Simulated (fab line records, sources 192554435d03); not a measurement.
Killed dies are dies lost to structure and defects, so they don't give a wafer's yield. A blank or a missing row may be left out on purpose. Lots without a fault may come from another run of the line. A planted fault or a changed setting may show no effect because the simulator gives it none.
Chamber matching | flow n5_finfet | N5_BEOL_M8_ETCH_65 on rie_diel-01: 4 sister chambers
The step etches SiARC in CF4, target depth 15.6 nm, time 26 s. 4 wafers are shown with their chamber, then 11 later ones without.

WAFERS WITH THEIR CHAMBER
wafer  | chamber | drypump_motor_current_A (A)
L078.4 | 0       | 5.3
L082.5 | 1       | 5.9
L084.4 | 3       | 5.7
L089.3 | 2       | 6.1

WAFERS WITHOUT THEIR CHAMBER
wafer  | drypump_motor_current_A (A)
L089.4 | 6.1
L089.5 | 5.7
L086.4 | 5.7
L086.5 | 5.3
L086.6 | 5.7
L090.2 | 5.2
L090.3 | 5.9
L090.4 | 6.0
L091.1 | 5.2
L091.3 | 5.9
L091.6 | 5.7

WHICH CHAMBER EACH WENT THROUGH
wafer  | from the rows above     | in truth
L089.4 | 2                       | 2
L089.5 | 3                       | 3
L086.4 | 3                       | 3
L086.5 | 0                       | 0
L086.6 | 3                       | 3
L090.2 | 0                       | 0
L090.3 | 1                       | 1
L090.4 | can't be placed: 1 or 2 | 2
L091.1 | 0                       | 0
L091.3 | 1                       | 1
L091.6 | 3                       | 3
Placed correctly: 10 of 11. Can't be placed from these rows: 1 (the true chamber is among the candidates in 1). Placed wrongly: 0.
How it was worked out, from the rows above alone: a wafer's distance from a chamber is the root of the sum, over the readings, of the square of ((its reading less the chamber's mean) divided by the reading's scatter). The wafer belongs to the nearest chamber; if the next one is less than 2 further off, it can't be placed. A chamber's mean is the mean of its shown wafers. The scatter: with one shown wafer a chamber, the root of the mean of the squares of how far each hidden wafer lies from its nearest shown one.
